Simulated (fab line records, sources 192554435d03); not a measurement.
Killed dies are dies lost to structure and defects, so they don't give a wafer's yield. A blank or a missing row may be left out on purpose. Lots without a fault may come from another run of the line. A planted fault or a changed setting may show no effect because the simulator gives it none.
fab line records | flow n5_finfet | part 2 of 2: steps 5 to 6 of 6
record lots=20 wafers=60 last_day=17
route steps=1938 shown BEOL_M0_CUTY@711 BEOL_M0@717 BEOL_M1@767
lots that met no fault: from a run of the same line without faults
start_h: hours from the record's first day to the start of the lot's first wafer shown | wait_h: hours since the lot's step before | " the same as in the row above | L1.1+2: a row that stands for several wafers | - no value, or no start given | * or withheld: withheld | < > ~ a bound
route shown NAME@n: a module of which the file shows steps, and the number in the route of the first | usual: mean/standard deviation of fault-free wafers | same: alike in all rows | chamber/n: place in a boat | sites: the reading at each site | _std_site: their standard deviation | _edge_site: outer sites' mean less inner sites' | radius_mm: how far each site lies from the wafer's centre | mask NAME#n: copy n | behind: the tool/chamber that last shaped the wafer | hold: why the lot was held/for how many hours/how that ended | device: the transistor (n, p or np) that didn't switch | end of line: the same wafers' tests at the end of the route | a step without rows: its recipe alone | killed: dies lost to structure and defects at the first sort, not the wafer's yield | map: a wafer's dies, x killed, . not, _ none there
set.NAME: the setting as run; set.NAME@STEP: as run at that earlier step | model.NAME: the simulator's own value behind a step, which no gauge read
steps of the route over a sample of lots; a table a step, a row a wafer
services: from which hour (start_h, from the record's first day; less than 0 if before it) a tool's chamber was out of use, for how many hours, and why
## steps
# step N5_BEOL_M1_ETCH_70
# recipe chemistry=N2/H2 target=SOC target_depth_a=800 overetch_a=160 mask_material=SiARC temp_c=40 time_s=120 ion_energy_ev=200 pressure_mtorr=30 source_w=840 bias_w=150 n2_flow_sccm=200 h2_flow_sccm=200
# usual drypump_motor_current_A=5.8/0.39 oes_product_au=0.58/0.047 rf_vpp_V=523.5/2 showerhead_plenum_p_Torr=2.53/0.07 throttle_valve_pct=17.86/0.22
# columns lot.wafer tool chamber start_h wait_h drypump_motor_current_A oes_product_au rf_hours_counter_h rf_vpp_V showerhead_plenum_p_Torr throttle_valve_pct
L076.1 rie_diel-04 1 141.73 0.0 5.2 0.69 26 525.0 2.60 17.73
L076.4 " 0 " " 5.3 0.56 182 519.6 2.43 17.86
L076.6 " 2 " " 6.2 0.57 - 524.6 2.53 17.93
L078.1 rie_diel-02 1 142.02 0.0 6.1 0.60 100 521.9 2.46 18.14
L078.2 " 2 " " 6.3 0.57 157 527.2 2.64 17.90
L078.4 " 0 " " 5.8 0.57 193 523.6 2.52 17.98
L081.2 rie_diel-02 2 163.25 0.0 6.3 0.56 165 527.2 2.64 17.92
L081.4 " 0 " " 5.8 0.56 - 523.4 2.52 17.99
L081.5 " 1 " " 6.0 0.59 - 521.8 2.46 18.16
L080.2 rie_diel-04 2 166.83 0.0 6.2 0.56 157 525.4 2.53 17.94
L080.3 " 1 " " 5.2 0.68 33 525.8 2.60 17.74
L080.4 " 3 " " 5.3 0.54 244 521.9 2.50 17.54
L082.1 rie_diel-04 0 170.19 0.0 5.2 0.55 189 522.2 2.43 17.88
L082.3 " 1 " " 5.3 0.68 35 525.2 2.60 17.73
L082.6 " 3 " " 5.3 0.53 - 523.1 2.50 17.56
L083.1 rie_diel-02 1 181.04 0.0 6.0 0.59 114 521.3 2.46 18.16
L083.2 " 2 " " 6.3 0.56 171 526.2 2.64 17.93
L083.3 " 0 " " 5.8 0.56 207 522.9 2.51 18.00
L084.2 rie_diel-04 3 185.82 0.0 5.3 0.53 250 523.3 2.49 17.55
L084.5 " 3 " " 5.3 0.53 - 522.5 2.50 17.55
L084.6 " 1 " " 5.2 0.67 - 526.8 2.59 17.75
L085.1 rie_diel-05 2 193.71 0.0 5.3 0.55 191 527.0 2.65 17.78
L085.4 " 1 " " 6.3 0.52 229 526.9 2.62 17.87
L085.5 " 1 " " 6.3 0.53 - 525.5 2.62 17.85
L086.2 rie_diel-02 0 201.10 0.0 5.8 0.56 213 522.8 2.51 18.02
L086.4 " 1 " " 6.0 0.59 119 521.0 2.45 18.19
L086.6 " 1 " " 6.0 0.58 - 522.6 2.45 18.18
L087.1 rie_diel-05 1 211.72 0.0 6.3 0.52 234 526.9 2.62 17.85
L087.3 " 0 " " 6.1 0.63 75 524.0 2.56 17.90
L087.5 " 2 " " 5.3 0.55 - 525.5 2.65 17.79
L088.1 rie_diel-02 2 216.92 0.0 6.3 0.55 181 526.3 2.63 17.96
L088.2 " 1 " " 6.0 0.58 124 520.9 2.45 18.21
L088.4 " 3 " " 5.9 0.54 234 523.6 2.51 17.76
L089.2 rie_diel-02 1 219.63 0.0 6.0 0.59 126 521.2 2.45 18.19
L089.3 " 3 " " 5.8 0.55 235 522.5 2.50 17.76
L089.5 " 0 " " 5.8 0.56 - 522.0 2.51 18.04
L090.2 rie_diel-02 0 224.70 0.0 5.8 0.55 221 524.2 2.51 18.03
L090.3 " 2 " " 6.3 0.56 183 526.1 2.63 17.94
L090.4 " 3 " " 5.9 0.55 237 525.0 2.50 17.76
L091.3 rie_diel-02 3 231.86 0.0 5.9 0.54 239 524.2 2.50 17.77
L091.4 " 0 " " 5.8 0.55 223 524.0 2.51 18.04
L091.6 " 3 " " 5.9 0.54 - 521.9 2.50 17.77
L092.1 rie_diel-04 0 233.99 0.0 5.3 0.54 210 521.9 2.42 17.92
L092.2 " 3 " " 5.2 0.74 6 520.9 2.49 17.10
L092.5 " 0 " " 5.3 0.55 - 518.5 2.42 17.92
L093.4 rie_diel-04 3 239.08 0.0 5.3 0.73 8 522.7 2.49 17.09
L093.5 " 0 " " 5.2 0.55 - 520.2 2.42 17.93
L093.6 " 3 " " 5.3 0.73 - 522.3 2.49 17.11
L094.2 rie_diel-02 3 245.67 0.0 5.9 0.54 242 521.7 2.50 17.78
L094.3 " 0 " " 5.8 0.55 226 523.9 2.50 18.04
L094.4 " 2 " " 6.3 0.55 189 525.9 2.63 17.97
L095.1 rie_diel-02 0 249.20 0.0 5.8 0.55 227 523.9 2.50 18.04
L095.4 " 2 " " 6.3 0.55 190 526.0 2.63 17.97
L095.5 " 3 " " 5.9 0.54 - 523.7 2.50 17.77
L096.1 rie_diel-02 3 259.23 0.0 5.8 0.54 246 522.2 2.50 17.77
L096.2 " 1 " " 6.0 0.57 137 522.1 2.45 18.22
L096.6 " 3 " " 5.9 0.54 - 524.1 2.50 17.77
L097.1 rie_diel-05 0 262.56 0.0 6.1 0.62 90 524.5 2.56 17.92
L097.3 " 2 " " 5.3 0.53 210 525.9 2.64 17.82
L097.5 " 0 " " 6.1 0.62 - 525.3 2.56 17.93
# step N5_BEOL_M1_STRIP_97
# recipe chemistry=N2/H2 time_s=10 power_w=450 temp_c=40 pressure_mtorr=20 rf_frequency_hz=6e+07 bias_power_w=7 n2_flow_sccm=200 h2_flow_sccm=200
# usual drypump_motor_current_A=5.8/0.39 oes_product_au=0.75/0.066 rf_vpp_V=59.1/0.83 showerhead_plenum_p_Torr=2.52/0.07 throttle_valve_pct=23.64/0.29
# columns lot.wafer tool chamber start_h wait_h drypump_motor_current_A oes_product_au rf_hours_counter_h rf_vpp_V showerhead_plenum_p_Torr throttle_valve_pct
L076.1 rie_diel-04 1 - - 5.3 0.90 26 59.3 2.59 23.56
L076.4 " 0 " " 5.2 0.74 182 58.5 2.43 23.55
L076.6 " 2 " " 6.2 0.75 - 60.3 2.53 23.57
L078.1 rie_diel-02 1 - - 6.0 0.80 100 58.1 2.46 24.14
L078.2 " 2 " " 6.3 0.75 157 59.0 2.64 23.73
L078.4 " 0 " " 5.8 0.76 193 58.3 2.51 23.75
L081.2 rie_diel-02 2 - - 6.3 0.73 165 58.0 2.64 23.76
L081.4 " 0 " " 5.8 0.74 - 57.3 2.51 23.75
L081.5 " 1 " " 6.0 0.78 - 58.0 2.45 24.13
L080.2 rie_diel-04 2 - - 6.2 0.74 157 59.0 2.53 23.60
L080.3 " 1 " " 5.2 0.90 34 57.7 2.59 23.55
L080.4 " 3 " " 5.3 0.69 244 58.7 2.49 23.20
L082.1 rie_diel-04 0 - - 5.2 0.72 189 58.4 2.42 23.55
L082.3 " 1 " " 5.2 0.89 35 60.1 2.59 23.56
L082.6 " 3 " " 5.3 0.69 - 59.0 2.49 23.20
L083.1 rie_diel-02 1 - - 6.0 0.77 114 60.7 2.45 24.15
L083.2 " 2 " " 6.3 0.72 171 60.1 2.63 23.74
L083.3 " 0 " " 5.8 0.74 207 59.4 2.51 23.78
L084.2 rie_diel-04 3 - - 5.3 0.68 251 59.9 2.49 23.21
L084.5 " 3 " " 5.3 0.68 - 59.1 2.49 23.21
L084.6 " 1 " " 5.2 0.89 - 60.1 2.59 23.57
L085.1 rie_diel-05 2 - - 5.3 0.71 191 59.7 2.64 23.47
L085.4 " 1 " " 6.3 0.68 229 60.3 2.62 23.70
L085.5 " 1 " " 6.3 0.68 - 58.8 2.62 23.72
L086.2 rie_diel-02 0 - - 5.8 0.73 213 59.3 2.51 23.77
L086.4 " 1 " " 6.0 0.77 120 57.3 2.45 24.15
L086.6 " 1 " " 6.0 0.77 - 59.3 2.45 24.15
L087.1 rie_diel-05 1 - - 6.3 0.67 234 59.7 2.62 23.70
L087.3 " 0 " " 6.1 0.82 75 59.6 2.56 23.80
L087.5 " 2 " " 5.3 0.70 - 59.0 2.64 23.49
L088.1 rie_diel-02 2 - - 6.2 0.72 181 59.1 2.63 23.76
L088.2 " 1 " " 6.0 0.77 124 58.5 2.45 24.16
L088.4 " 3 " " 5.8 0.70 234 59.3 2.50 23.60
L089.2 rie_diel-02 1 - - 6.1 0.76 126 59.6 2.45 24.17
L089.3 " 3 " " 5.8 0.71 235 59.4 2.50 23.63
L089.5 " 0 " " 5.8 0.73 - 59.3 2.50 23.77
L090.2 rie_diel-02 0 - - 5.8 0.72 221 60.3 2.50 23.76
L090.3 " 2 " " 6.3 0.71 184 59.2 2.63 23.78
L090.4 " 3 " " 5.8 0.71 237 59.5 2.50 23.61
L091.3 rie_diel-02 3 - - 5.9 0.71 239 60.2 2.50 23.63
L091.4 " 0 " " 5.8 0.73 223 58.7 2.50 23.80
L091.6 " 3 " " 5.9 0.70 - 58.7 2.50 23.61
L092.1 rie_diel-04 0 - - 5.2 0.70 210 57.9 2.41 23.61
L092.2 " 3 " " 5.3 0.97 7 57.8 2.49 22.80
L092.5 " 0 " " 5.2 0.71 - 60.3 2.41 23.60
L093.4 rie_diel-04 3 - - 5.3 0.96 8 59.6 2.49 22.80
L093.5 " 0 " " 5.2 0.71 - 60.0 2.41 23.59
L093.6 " 3 " " 5.3 0.96 - 58.6 2.49 22.80
L094.2 rie_diel-02 3 - - 5.8 0.69 243 58.0 2.50 23.64
L094.3 " 0 " " 5.8 0.72 226 60.2 2.50 23.78
L094.4 " 2 " " 6.3 0.71 189 60.6 2.63 23.79
L095.1 rie_diel-02 0 - - 5.8 0.73 227 58.9 2.50 23.79
L095.4 " 2 " " 6.3 0.70 190 61.6 2.63 23.78
L095.5 " 3 " " 5.9 0.70 - 58.3 2.50 23.61
L096.1 rie_diel-02 3 - - 5.8 0.70 246 58.7 2.50 23.62
L096.2 " 1 " " 6.0 0.75 137 58.3 2.44 24.16
L096.6 " 3 " " 5.8 0.70 - 59.5 2.50 23.62
L097.1 rie_diel-05 0 - - 6.1 0.80 90 59.5 2.55 23.82
L097.3 " 2 " " 5.3 0.70 210 58.6 2.64 23.51
L097.5 " 0 " " 6.1 0.81 - 59.2 2.55 23.82
## services
# columns tool chamber start_h hours kind
rie_diel-02 2 104.30 10.3 repair
rie_diel-05 3 106.16 6.8 repair
pvd_sputter-03 - 121.68 0.6 repair
pvd_sputter-02 - 124.42 3.5 repair
rie_diel-05 1 139.32 17.3 repair
rie_diel-03 2 140.46 3.9 repair
rie_diel-02 3 143.02 4.5 repair
rie_diel-01 1 146.78 - clean
rie_diel-01 1 146.78 - consumable_replace:focus_ring
rie_diel-01 1 146.78 13.0 scheduled_down
rie_diel-04 0 150.47 3.8 repair
rie_diel-02 3 155.23 9.1 repair
rie_diel-04 2 180.80 8.5 repair
rie_diel-03 0 187.82 10.9 repair
rie_diel-06 0 188.36 17.2 repair
rie_diel-04 3 189.27 - clean
rie_diel-04 3 189.27 - consumable_replace:focus_ring
rie_diel-04 3 189.27 22.4 scheduled_down
rie_diel-04 3 189.27 22.4 vent_cycle
rie_diel-03 1 213.27 14.2 repair
rie_diel-03 0 218.88 6.2 repair
rie_diel-04 1 229.69 7.4 repair
rie_diel-06 1 254.91 6.7 repair
rie_diel-06 3 258.08 2.7 repair
